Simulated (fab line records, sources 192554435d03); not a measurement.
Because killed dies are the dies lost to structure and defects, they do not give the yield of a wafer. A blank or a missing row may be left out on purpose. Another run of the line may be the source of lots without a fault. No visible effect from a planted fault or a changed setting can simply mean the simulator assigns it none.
Matching of chambers	flow n5Finfet	3 sister chambers for N5_BEOL_M8_PECVD_70 on pecvd-01
The step deposits SiO2 from TEOS/O2, target thk 20 nm, time 22.7 s. 3 wafers are shown with their chamber, then 9 later ones without.

## WAFERS, EACH WITH ITS CHAMBER
wafer	chamber	throttleValvePct (%)
L086.5	2	19.9
L088.3	1	21.2
L088.4	0	21.9

## WAFERS WITH NO CHAMBER GIVEN
wafer	throttleValvePct (%)
L092.1	20.0
L092.4	21.3
L092.6	19.8
L093.1	21.1
L093.2	20.4
L093.6	21.7
L097.1	20.1
L097.2	21.0
L097.4	20.2

## THE CHAMBER EACH PASSED THROUGH
wafer	from the rows above	in truth
L092.1	2	2
L092.4	1	1
L092.6	2	2
L093.1	1	1
L093.2	can't be placed: 2 or 1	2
L093.6	can't be placed: 0 or 1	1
L097.1	2	2
L097.2	1	1
L097.4	2	2
7 of 9 placed correctly. Unplaceable from these rows: 2, with the true chamber sitting among the candidates in 2. 0 placed wrongly.
How it was worked out, from the rows above alone: a wafer's distance from a chamber is the root of the sum, over the readings, of the square of ((its reading less the chamber's mean) divided by the reading's scatter). If the next closest chamber is less than 2 further off than the closest, the wafer can't be placed; otherwise it belongs to the closest. The mean given for a chamber averages the wafers shown for that chamber. The scatter (one wafer shown for each chamber): square how far every hidden wafer sits from the nearest shown wafer, average those squares and take the square root.
